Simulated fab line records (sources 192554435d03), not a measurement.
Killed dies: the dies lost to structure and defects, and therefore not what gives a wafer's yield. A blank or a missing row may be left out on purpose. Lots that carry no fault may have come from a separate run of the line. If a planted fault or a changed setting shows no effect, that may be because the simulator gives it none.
The tool behind it: which one? -- flow n5 finfet -- 12 lots with 36 wafers sampled at 5 steps, on a route of 1938 steps

## WHAT THE GAUGES READ, wafer by wafer
N5_BEOL_M3_RS_MEAS_58: the measuring method here is four-point-probe.
lot,measured,on,M3_RS (ohm/sq)
L075,day 8 18:18,film metro-02,0.68 0.67 0.66
L078,day 10 12:50,film metro-01,0.71 0.68 0.65
L079,day 10 17:31,film metro-02,0.68 0.66 0.66
L082,day 10 22:56,film metro-02,0.67 0.68 0.67
L083,day 11 12:56,film metro-01,0.65 0.64 0.61
L085,day 12 13:57,film metro-01,0.69 0.69 0.64
L087,day 12 16:58,film metro-01,0.68 0.70 0.72
L089,day 13 09:23,film metro-02,0.69 0.68 0.70
L092,day 13 20:53,film metro-02,0.69 0.72 0.67
L093,day 13 22:04,film metro-01,0.68 0.69 0.71
L095,day 15 13:36,film metro-02,0.68 0.69 0.69
L097,day 15 18:12,film metro-02,0.67 0.65 0.66

## EACH LOT AND THE TOOL THAT RAN IT (in order: tool; ch and the chambers of the sampled wafers; start)
lot,N5_BEOL_M3_STRIP_36,N5_BEOL_M3_SPUTTER_88,N5_BEOL_M3_SPUTTER_94,N5_BEOL_M3_DEP_57
L075,"rie diel-03 ch 0,2,3, day 8 14:07","pvd sputter-01, day 8 16:22","pvd sputter-01, day 8 17:02","pecvd-03 ch 0,2, day 8 18:14"
L078,"rie diel-03 ch 0,1,3, day 10 08:38","pvd sputter-02, day 10 10:52","pvd sputter-02, day 10 11:32","pecvd-03 ch 0,1, day 10 12:44"
L079,"rie diel-05 ch 1,2, day 10 12:56","pvd sputter-03, day 10 15:19","pvd sputter-03, day 10 15:59","pecvd-02 ch 0,1,2, day 10 17:27"
L082,"rie diel-02 ch 0,1,2, day 10 18:41","pvd sputter-02, day 10 21:00","pvd sputter-02, day 10 21:40","pecvd-04 ch 0,2, day 10 22:52"
L083,"rie diel-02 ch 1,2,3, day 11 06:32","pvd sputter-01, day 11 11:00","pvd sputter-01, day 11 11:40","pecvd-02 ch 0,1,2, day 11 12:52"
L085,"rie diel-03 ch 0,1,3, day 12 09:06","pvd sputter-03, day 12 11:47","pvd sputter-03, day 12 12:27","pecvd-03 ch 0,1, day 12 13:53"
L087,"rie diel-05 ch 0,1,2, day 12 12:37","pvd sputter-01, day 12 14:41","pvd sputter-01, day 12 15:20","pecvd-04 ch 1,2, day 12 16:53"
L089,"rie diel-05 ch 0,1,2, day 13 04:47","pvd sputter-03, day 13 07:26","pvd sputter-03, day 13 08:05","pecvd-03 ch 0,2, day 13 09:19"
L092,"rie diel-03 ch 0,2, day 13 16:54","pvd sputter-03, day 13 18:57","pvd sputter-03, day 13 19:37","pecvd-02 ch 1,2, day 13 20:49"
L093,"rie diel-05 ch 1,2, day 13 17:04","pvd sputter-01, day 13 20:07","pvd sputter-01, day 13 20:47","pecvd-03 ch 1,2, day 13 21:59"
L095,"rie diel-05 ch 1,2,3, day 15 08:09","pvd sputter-02, day 15 11:40","pvd sputter-02, day 15 12:20","pecvd-04 ch 0,1, day 15 13:32"
L097,"rie diel-02 ch 0,1,3, day 15 14:08","pvd sputter-03, day 15 16:13","pvd sputter-03, day 15 16:52","pecvd-04 ch 0,1,2, day 15 18:09"
- N5_BEOL_M3_STRIP_36: strips in N2/H2.
- N5_BEOL_M3_SPUTTER_88: material Cu, target thk 4.5 nm, time 8.29 s.
- N5_BEOL_M3_SPUTTER_94: material Cu, target thk 4.5 nm, time 8.29 s.
- N5_BEOL_M3_DEP_57: deposits SiCN from 3MS/NH3, target thk 8 nm, time 14 s.

## THE ANSWER, worked out from the rows above alone
Rule: usual is defined by the lots themselves. The widest of any qualifying gaps counts: lots, ordered by their means at a reading, are off when they make up no more than a third of the lots, leave a main group of 4 or more, and stand apart from it by 3 or more times the standard deviation of that group's means. If all means in a main group match to the digits the tables above print for the reading, that group is not used. Also off: a lot with no number at a reading for which 4 or more lots have one. The other lots that the step has rows for count as sound.
None of the lots is off at any reading shown; this tells nothing.

## WHAT WAS PUT IN BY THE SIMULATOR
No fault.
